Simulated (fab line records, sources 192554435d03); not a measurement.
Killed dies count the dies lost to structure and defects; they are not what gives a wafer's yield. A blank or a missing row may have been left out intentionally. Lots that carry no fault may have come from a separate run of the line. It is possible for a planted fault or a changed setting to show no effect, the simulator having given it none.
Which tool was responsible? ; flow n5Finfet ; 11 lots with 33 wafers sampled at 2 steps, on a route of 1938 steps

== WHAT THE GAUGES READ, wafer by wafer ==
N5_MIM_BOT_LITHO_OVL_MEAS_11.
lot;measured;on;MIM_BOT_OVL (nm)
L996;day 12 13:17;overlay-01;-9 -13 -10
L995;day 12 14:02;overlay-02;1 2 4
L102;day 13 18:59;overlay-02;6 0 3
L107;day 15 06:25;overlay-02;14 7 4
L106;day 15 06:15;overlay-01;2 -5 -3
L108;day 15 14:45;overlay-02;-1 -4 -2
L111;day 16 01:26;overlay-02;-2 -3 -2
L113;day 16 01:52;overlay-02;3 6 7
L109;day 16 02:08;overlay-01;-7 -5 -9
L115;day 17 10:43;overlay-02;-7 -7 1
L118;day 18 01:10;overlay-02;-3 1 -4

== EACH LOT AND THE TOOL THAT RAN IT (in order: tool; ch and the chambers of the sampled wafers; start) ==
lot;N5_MIM_TOP_LITHO_DESCUM_10
L996;rieDiel-04 ch 0,1,2, day 12 12:29
L995;rieDiel-03 ch 1,2,3, day 12 13:22
L102;rieDiel-03 ch 0,1,2, day 13 18:17
L107;rieDiel-03 ch 0,1,2, day 15 05:19
L106;rieDiel-03 ch 0,2,3, day 15 05:23
L108;rieDiel-03 ch 0,2,3, day 15 13:45
L111;rieDiel-02 ch 0,1,3, day 16 00:38
L113;rieDiel-02 ch 0,2,3, day 16 01:11
L109;rieDiel-03 ch 0,2,3, day 16 01:27
L115;rieDiel-02 ch 0,2, day 17 09:53
L118;rieDiel-02 ch 0,1,3, day 18 00:22
- N5_MIM_TOP_LITHO_DESCUM_10: chemistry O2, time 7.9 s.

== THE ANSWER, worked out from the rows above alone ==
Rule: the lots themselves supply what counts as usual. The widest of any qualifying gaps counts: lots, ordered by their means at a reading, are off when they make up no more than a third of the lots, leave a main group of 4 or more, and stand apart from it by 3 or more times the standard deviation of that group's means. Not used: any main group whose means are identical at the precision the tables above print for the reading. Also off: a lot with no number at a reading for which 4 or more lots have one. All remaining lots with rows at the step are treated as sound.
Across all readings shown, no lot is off: no conclusion can be drawn from this.

== WHAT THE SIMULATOR HAD PUT IN ==
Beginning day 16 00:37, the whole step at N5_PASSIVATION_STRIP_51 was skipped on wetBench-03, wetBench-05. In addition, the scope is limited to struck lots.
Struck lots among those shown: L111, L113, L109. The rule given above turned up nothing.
